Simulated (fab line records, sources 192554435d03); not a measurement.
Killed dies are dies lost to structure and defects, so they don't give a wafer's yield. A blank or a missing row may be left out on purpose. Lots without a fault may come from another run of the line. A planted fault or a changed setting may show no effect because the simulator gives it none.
Which tool did it? | flow n5_finfet | 9 lots, 27 wafers sampled, at 5 steps of a route of 1938

WHAT THE GAUGES READ, wafer by wafer
N5_BEOL_M4_RC_MEAS_101. Usual: DIBL_N 36.6 mV/V, standard deviation 1.9; DIBL_P 36.7 mV/V, standard deviation 2.2; IOFF_N 0.16 nA/um, standard deviation 0.035; IOFF_P 0.22 nA/um, standard deviation 0.038; ION_N 672 uA/um, standard deviation 14; ION_P 462 uA/um, standard deviation 8.3; RS_NWELL 1038 ohm/sq, standard deviation 7; SS_N 71.6 mV/dec, standard deviation 0.65; SS_P 73.5 mV/dec, standard deviation 0.72; VT_N 250 mV, standard deviation 3.5; VT_P -250 mV, standard deviation 3.1.
lot  | measured     | on        | DIBL_N (mV/V)  | DIBL_P (mV/V)  | IOFF_N (nA/um) | IOFF_P (nA/um) | ION_N (uA/um) | ION_P (uA/um) | RS_NWELL (ohm/sq) | SS_N (mV/dec)  | SS_P (mV/dec)  | VT_N (mV)   | VT_P (mV)      | flag
L693 | day 9 11:10  | prober-01 | 39.2 37.5 33.2 | 40.5 39.0 32.6 | 0.22 0.17 0.10 | 0.34 0.29 0.18 | 686 677 646   | 483 471 455   | 1040 1028 1040    | 71.1 71.0 69.9 | 74.5 73.9 72.5 | 243 247 255 | -239 -244 -252 |
L694 | day 9 10:38  | prober-02 | 37.8 42.0 34.8 | 36.2 40.1 33.9 | 0.15 0.27 0.13 | 0.21 0.27 0.18 | 666 682 680   | 459 458 468   | 1041 1053 1045    | 71.6 73.9 71.1 | 72.7 74.7 72.6 | 250 245 252 | -249 -249 -251 |
L696 | day 9 21:14  | prober-02 | 35.1 36.8 35.6 | 35.1 37.9 36.8 | 0.14 0.16 0.15 | 0.18 0.22 0.21 | 679 668 680   | 466 460 469   | 1048 1046 1040    | 71.7 71.1 70.9 | 72.6 74.0 72.8 | 252 253 250 | -252 -251 -249 |
L701 | day 10 22:46 | prober-01 | 36.2 36.9 35.3 | 36.5 37.1 35.5 | 0.14 0.16 0.13 | 0.21 0.23 0.20 | 674 673 674   | 459 467 465   | 1049 1049 1042    | 71.4 71.7 71.0 | 73.3 74.2 73.5 | 256 251 251 | -252 -245 -250 |
L702 | day 11 09:17 | prober-02 | 36.3 37.3 36.5 | 36.6 38.0 37.6 | 0.15 0.16 0.16 | 0.21 0.23 0.22 | 678 659 681   | 468 459 463   | 1035 1031 1044    | 71.1 71.4 71.4 | 73.3 74.0 73.7 | 252 250 247 | -252 -248 -250 |
L704 | day 11 14:56 | prober-01 | 32.7 36.4 33.4 | 34.8 38.2 34.6 | 0.12 0.18 0.12 | 0.18 0.23 0.18 | 655 670 665   | 459 466 460   | 1218 1209 1207    | 70.9 72.2 71.6 | 72.7 73.1 72.6 | 252 249 253 | -252 -249 -252 | OFF
L705 | day 11 17:41 | prober-01 | 39.4 37.4 37.5 | 38.3 34.6 36.3 | 0.19 0.15 0.16 | 0.29 0.22 0.26 | 660 660 674   | 458 462 468   | 1217 1223 1220    | 72.1 71.8 72.5 | 74.2 73.2 73.5 | 249 252 251 | -245 -248 -248 | OFF
L709 | day 13 03:19 | prober-01 | 38.8 35.6 38.5 | 40.6 36.4 40.4 | 0.21 0.15 0.21 | 0.29 0.21 0.30 | 670 656 670   | 462 456 467   | 1204 1205 1209    | 72.3 71.5 72.9 | 74.8 72.8 74.9 | 247 253 245 | -244 -249 -247 | OFF
L715 | day 14 07:49 | prober-02 | 38.0 39.0 37.8 | 37.2 39.1 36.6 | 0.19 0.23 0.18 | 0.26 0.31 0.25 | 699 682 674   | 472 467 463   | 1033 1031 1032    | 71.8 71.8 72.4 | 73.5 74.1 73.6 | 249 245 248 | -244 -244 -245 |

WHICH TOOL RAN EACH LOT (tool, then ch and the chambers of the sampled wafers, then the start)
lot  | N5_WELL_APT_IMPLANT_14         | N5_PMOS_HMC_CHANNEL_EPI_ETCH_38 | N5_FIN_SAQP_HM_DEP_03          | N5_FIN_SAQP_PECVD_47
L693 | implanter-01 ch 0, day 1 14:04 | rie_si-04 ch 0,3, day 1 18:14   | pecvd-04 ch 0,1,2, day 1 21:14 | pecvd-03 ch 0,2, day 1 21:22
L694 | implanter-01 ch 0, day 1 19:52 | rie_si-03 ch 1,2,3, day 1 23:50 | pecvd-04 ch 0,1, day 2 02:44   | pecvd-03 ch 0,1,2, day 2 02:53
L696 | implanter-01 ch 0, day 2 08:22 | rie_si-01 ch 0,1,2, day 2 12:20 | pecvd-03 ch 0,2, day 2 16:02   | pecvd-01 ch 0, day 2 16:10
L701 | implanter-01 ch 0, day 3 14:07 | rie_si-03 ch 0,1,3, day 3 17:53 | pecvd-04 ch 0,1, day 3 20:55   | pecvd-03 ch 0,1,2, day 3 21:02
L702 | implanter-01 ch 0, day 3 19:57 | rie_si-03 ch 0,1,2, day 4 00:04 | pecvd-03 ch 0,2, day 4 03:10   | pecvd-01 ch 1,2, day 4 03:17
L704 | implanter-01 ch 0, day 4 08:11 | rie_si-03 ch 1,2,3, day 4 11:56 | pecvd-03 ch 0,1,2, day 4 15:12 | pecvd-01 ch 0,1,2, day 4 15:19
L705 | implanter-01 ch 0, day 4 13:47 | rie_si-03 ch 1,2, day 4 17:51   | pecvd-03 ch 0,1,2, day 4 22:33 | pecvd-01 ch 0,2, day 4 22:40
L709 | implanter-01 ch 0, day 5 14:07 | rie_si-01 ch 1,2,3, day 5 17:37 | pecvd-01 ch 0,1,2, day 5 20:37 | pecvd-04 ch 0,1,2, day 5 20:44
L715 | implanter-02 ch 0, day 7 01:54 | rie_si-04 ch 1,2,3, day 7 05:43 | pecvd-01 ch 0,1, day 7 09:38   | pecvd-03 ch 0,1, day 7 09:46
- N5_WELL_APT_IMPLANT_14
- N5_PMOS_HMC_CHANNEL_EPI_ETCH_38: etches SiO2 in CF4, target depth 1.5 nm.
- N5_FIN_SAQP_HM_DEP_03: deposits SiNx from SiH4/NH3/N2, target thk 38 nm, time 33.6 s.
- N5_FIN_SAQP_PECVD_47: deposits a-Si from SiH4/He, target thk 45 nm, time 36.3 s.

WHAT THE TOOLS THEMSELVES READ (means of the sampled wafers that have a number; where no wafer has one, the mark that the record gives instead)
N5_WELL_APT_IMPLANT_14. Usual: beam_on_s 10.00 s, standard deviation 0.21; dose_ions_cm2 1.5e+13, standard deviation 1.6e+10; end_station_pressure_torr 5.12e-06 Torr, standard deviation 2.6e-07; faraday_current_uA 190, standard deviation 4.
lot  | tool         | beam_on_s (s) | dose_ions_cm2 | end_station_pressure_torr (Torr) | faraday_current_uA | flag
L693 | implanter-01 | 9.89          | 1.5e+13       | 5.22e-06                         | 192                |
L694 | implanter-01 | 9.92          | 1.5e+13       | 5.12e-06                         | 191                |
L696 | implanter-01 | 9.91          | 1.5e+13       | 5.37e-06                         | 192                |
L701 | implanter-01 | 9.91          | 1.5e+13       | 4.99e-06                         | 192                |
L702 | implanter-01 | 9.87          | 1.5e+13       | 5.12e-06                         | 193                |
L704 | implanter-01 | 9.80          | 1.1e+13       | 5.08e-06                         | 147                | OFF
L705 | implanter-01 | 9.94          | 1.1e+13       | 5.04e-06                         | 144                | OFF
L709 | implanter-01 | 10.29         | 1.1e+13       | 5.02e-06                         | 140                | OFF
L715 | implanter-02 | 10.06         | 1.5e+13       | 5.25e-06                         | 189                |

N5_PMOS_HMC_CHANNEL_EPI_ETCH_38. Usual: drypump_motor_current_A 6.0 A, standard deviation 0.51; oes_product_au 1.001 a.u., standard deviation 0.022; throttle_valve_pct 21.86 %, standard deviation 0.26.
lot  | tool      | drypump_motor_current_A (A) | oes_product_au (a.u.) | throttle_valve_pct (%) | flag
L693 | rie_si-04 | 6.1                         | 1.020                 | 21.88                  |
L694 | rie_si-03 | 6.2                         | 0.998                 | 21.93                  |
L696 | rie_si-01 | 5.9                         | 0.992                 | 21.75                  |
L701 | rie_si-03 | 6.0                         | 0.983                 | 22.05                  |
L702 | rie_si-03 | 5.8                         | 0.992                 | 21.76                  |
L704 | rie_si-03 | 6.2                         | 0.992                 | 21.93                  |
L705 | rie_si-03 | 6.2                         | 0.989                 | 21.84                  |
L709 | rie_si-01 | 5.6                         | 1.000                 | 21.77                  |
L715 | rie_si-04 | 6.1                         | 1.021                 | 21.81                  |

N5_FIN_SAQP_HM_DEP_03. Usual: heater_power_outer_w 453 W, standard deviation 74; heater_power_w 745 W, standard deviation 94; showerhead_plenum_p_Torr 5.16 Torr, standard deviation 0.049; throttle_valve_pct 39.8 %, standard deviation 1.6.
lot  | tool     | heater_power_outer_w (W) | heater_power_w (W) | showerhead_plenum_p_Torr (Torr) | throttle_valve_pct (%) | flag
L693 | pecvd-04 | 363                      | 634                | 5.16                            | 39.2                   |
L694 | pecvd-04 | 382                      | 661                | 5.20                            | 40.4                   |
L696 | pecvd-03 | 458                      | 726                | 5.13                            | 40.8                   |
L701 | pecvd-04 | 418                      | 700                | 5.15                            | 40.2                   |
L702 | pecvd-03 | 403                      | 686                | 5.13                            | 40.6                   |
L704 | pecvd-03 | 466                      | 736                | 5.13                            | 40.6                   |
L705 | pecvd-03 | 450                      | 736                | 5.14                            | 40.5                   |
L709 | pecvd-01 | 518                      | 844                | 5.21                            | 39.1                   |
L715 | pecvd-01 | 579                      | 918                | 5.20                            | 40.9                   |

N5_FIN_SAQP_PECVD_47. Usual: heater_power_outer_w 511 W, standard deviation 68; heater_power_w 825 W, standard deviation 89; showerhead_plenum_p_Torr 5.69 Torr, standard deviation 0.034; throttle_valve_pct 18.1 %, standard deviation 0.84.
lot  | tool     | heater_power_outer_w (W) | heater_power_w (W) | showerhead_plenum_p_Torr (Torr) | throttle_valve_pct (%) | flag
L693 | pecvd-03 | 452                      | 735                | 5.65                            | 18.6                   |
L694 | pecvd-03 | 496                      | 792                | 5.66                            | 18.4                   |
L696 | pecvd-01 | 598                      | 928                | 5.72                            | 18.6                   |
L701 | pecvd-03 | 504                      | 813                | 5.68                            | 18.6                   |
L702 | pecvd-01 | 508                      | 810                | 5.70                            | 17.6                   |
L704 | pecvd-01 | 538                      | 874                | 5.72                            | 17.7                   |
L705 | pecvd-01 | 583                      | 918                | 5.73                            | 16.9                   |
L709 | pecvd-04 | 446                      | 759                | 5.68                            | 18.0                   |
L715 | pecvd-03 | 536                      | 845                | 5.67                            | 18.3                   |

THE ANSWER, worked out from the rows above alone
Rule: a lot is off if the mean of its wafers that have a number lies more than 3 standard deviations from the usual mean. A lot without any number at a reading at which 4 lots or more have one is off too. The other lots that the step has rows for count as sound. The gauges are gone through in route order, then the tools' own readings, and for those a lot's mean is taken as printed above. The first step at which some lot is off is used, and at that step the reading that is off furthest; a lot without a number counts as furthest.
Off: L704, L705, L709, at N5_BEOL_M4_RC_MEAS_101 (RS_NWELL).
A tool fits if, at a process step before that reading, it ran every lot that is off, and no sound lot after the first of them. The gauges at N5_BEOL_M4_RC_MEAS_101 aren't tried: what is off there is off at N5_WELL_APT_IMPLANT_14 too, on other tools, and a gauge's error can't cause that. One fits: implanter-01 at N5_WELL_APT_IMPLANT_14. Its last sound lot is L702 (day 3 19:57), its first lot that is off L704 (day 4 08:11): a fault that began between those two fits.
The tool's own readings at N5_WELL_APT_IMPLANT_14 bear it out: on the lots that are off they differ by more than 5 times the standard deviation of the sound lots' means. dose_ions_cm2 reads 1.1e+13 there against 1.5e+13 on the sound lots; faraday_current_uA reads 144 there against 192 on the sound lots.

WHAT THE SIMULATOR HAD PUT IN
Process parameter drift: implanter-01, from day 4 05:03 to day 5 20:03, at N5_WELL_APT_IMPLANT_14. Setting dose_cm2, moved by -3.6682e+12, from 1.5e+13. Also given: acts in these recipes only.
Lots struck among those shown: L704, L705, L709. The rule above found the same.
